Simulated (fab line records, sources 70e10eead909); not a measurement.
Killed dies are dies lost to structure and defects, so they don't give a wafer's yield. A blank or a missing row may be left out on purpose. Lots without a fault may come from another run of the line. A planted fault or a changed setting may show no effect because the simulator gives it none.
Chamber matching | flow nand_harc | NHARC_P_M0_CMP_23 on cmp-01: 4 sister chambers
The step polishes, t overpolish 20 s, target thk 117.54 nm. 14 wafers are shown with their chamber, then 7 later ones without.

WAFERS WITH THEIR CHAMBER
wafer  | chamber | motor_current_A (A) | time_to_endpoint_s (s)
L074.2 | 1       | 11.4                | 27.0
L074.4 | 2       | 12.3                | 27.0
L074.6 | 2       | 11.8                | 27.7
L084.1 | 2       | 12.0                | 28.2
L084.2 | 0       | 12.4                | 24.6
L084.6 | 0       | 12.8                | 27.3
L085.1 | 0       | 11.8                | 25.7
L085.4 | 3       | 12.1                | 28.4
L085.6 | 2       | 12.2                | 29.5
L086.2 | 1       | 11.7                | 30.3
L086.4 | 0       | 12.1                | 27.2
L086.6 | 1       | 11.0                | 27.8
L087.1 | 0       | 12.3                | 26.0
L087.2 | 1       | 11.8                | 28.5

SIGNATURES (means of the wafers above)
reading            | chamber 0 | chamber 1 | chamber 2 | chamber 3 | scatter within a chamber
motor_current_A    | 12.280    | 11.475    | 12.075    | 12.100    | 0.329
time_to_endpoint_s | 26.160    | 28.400    | 28.100    | 28.400    | 1.2
Rule: a wafer's distance from a chamber is the root of the sum, over the readings, of the square of ((its reading less the chamber's mean) divided by the reading's scatter). The wafer belongs to the nearest chamber; if the next one is less than 2 further off, it can't be placed. The scatter: the root of (the sum of the squares of (reading less its chamber's mean) over the shown wafers, divided by (wafers less chambers)).

WAFERS WITHOUT THEIR CHAMBER
wafer  | motor_current_A (A) | time_to_endpoint_s (s)
L087.3 | 12.3                | 26.8
L096.1 | 12.7                | 30.8
L096.5 | 11.4                | 30.6
L096.6 | 11.9                | 27.7
L097.2 | 10.9                | 28.2
L097.4 | 12.5                | 29.0
L097.6 | 11.7                | 28.9

WHICH CHAMBER EACH WENT THROUGH
wafer  | from the rows above               | in truth
L087.3 | can't be placed: 0 or 2 or 3      | 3
L096.1 | can't be placed: 3 or 2 or 0 or 1 | 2
L096.5 | can't be placed: 1 or 3 or 2      | 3
L096.6 | can't be placed: 2 or 3 or 1 or 0 | 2
L097.2 | can't be placed: 1 or 2 or 3      | 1
L097.4 | can't be placed: 3 or 2 or 0 or 1 | 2
L097.6 | can't be placed: 1 or 3 or 2      | 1
Placed correctly: 0 of 7. Can't be placed from these rows: 7 (the true chamber is among the candidates in 7). Placed wrongly: 0.
